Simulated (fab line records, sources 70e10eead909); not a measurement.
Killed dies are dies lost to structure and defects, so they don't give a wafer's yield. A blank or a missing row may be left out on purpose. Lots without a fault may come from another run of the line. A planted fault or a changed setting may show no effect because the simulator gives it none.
A struck lot beside a sound one | flow nand_harc | 14 steps out of a route of 1302
Sound: wafers L526.3, L526.5, L526.6. Struck: wafers L515.3, L515.4, L515.6. The cause comes at the end.
At each step with rows: each side's tool, then ch and its chambers, then its first start. Under that, the readings that differ: sound wafers | struck wafers | difference of the means | sigmas: that difference in standard deviations of wafers without a fault.
alike: readings whose means differ by less than 2 such deviations, and words and numbers that are the same on both sides. not compared: withheld readings, readings that some wafer has no value for, bounds like >300 that may hide the same value, and numbers for which the record gives no deviation and whose values overlap.
The two part at a step that has a row with sigmas, a row that says differs or no value, or rows on one side only. Numbers that don't overlap but have no deviation are shown without sigmas and don't part them. A reading that every wafer of one side lacks parts them only if that side has two wafers or more.

first, 7 steps without rows for these wafers: NHARC_P_STI_SRD_35; NHARC_P_STI_ETCH_36 (etches SiO2 in dHF, target depth 38.8 nm); NHARC_P_STI_STRIP_24 (strips Si3N4 in H3PO4); NHARC_P_STI_ETCH_37 (etches SiO2 in dHF, target depth 11 nm); NHARC_P_STI_PRECLEAN_38 (cleans in SC1); NHARC_P_STI_SRD_39; NHARC_P_STI_OXIDE_40 (material SiO2, target thk 10 nm, ox time 1362 s).
NHARC_P_STI_INSPECT_25:
  sound on defect_inspect-02, day 11 20:11; struck on defect_inspect-02, day 7 12:38
  alike: raw_defect_count
then, 3 steps without rows for these wafers: NHARC_P_GATE_ETCH_69 (etches SiO2 in dHF, target depth 14 nm); NHARC_P_GATE_PRECLEAN_70 (cleans in SC1); NHARC_P_GATE_SRD_01.
NHARC_P_GATE_OXIDE_02: material SiO2, target thk 37.5 nm, ox time 365 s.
  sound on furnace-06 ch 0, day 12 00:57; struck on furnace-06 ch 0, day 7 20:50
  alike: zone_power_bottom_pct, zone_power_top_pct
then, 1 step without rows for these wafers: NHARC_P_GATE_DEHYDRATE_03 (time 120 s).
-- the record jumps here: 20 days lie between the struck wafers' starts before and after (it left off in module P_GATE and takes up again in module END, whose first step shown is number 1302 of the route) --
NHARC_END_SORT_01:
  sound on prober-01 ch 0, day 32 09:04; struck on prober-01 ch 0, day 27 17:40
  reading             | sound    | struck      | difference | sigmas
  killed_at_periphery | 2 5 5    | 627 618 622 | +618       | +99 or more
  killed_dies         | 52 51 52 | 677 677 677 | +625       | +39
  alike: killed_at_array, killed_at_other, killed_open, killed_short

WHERE THEY PART
Only at NHARC_END_SORT_01, within this record.

WHY: what the simulator had put in
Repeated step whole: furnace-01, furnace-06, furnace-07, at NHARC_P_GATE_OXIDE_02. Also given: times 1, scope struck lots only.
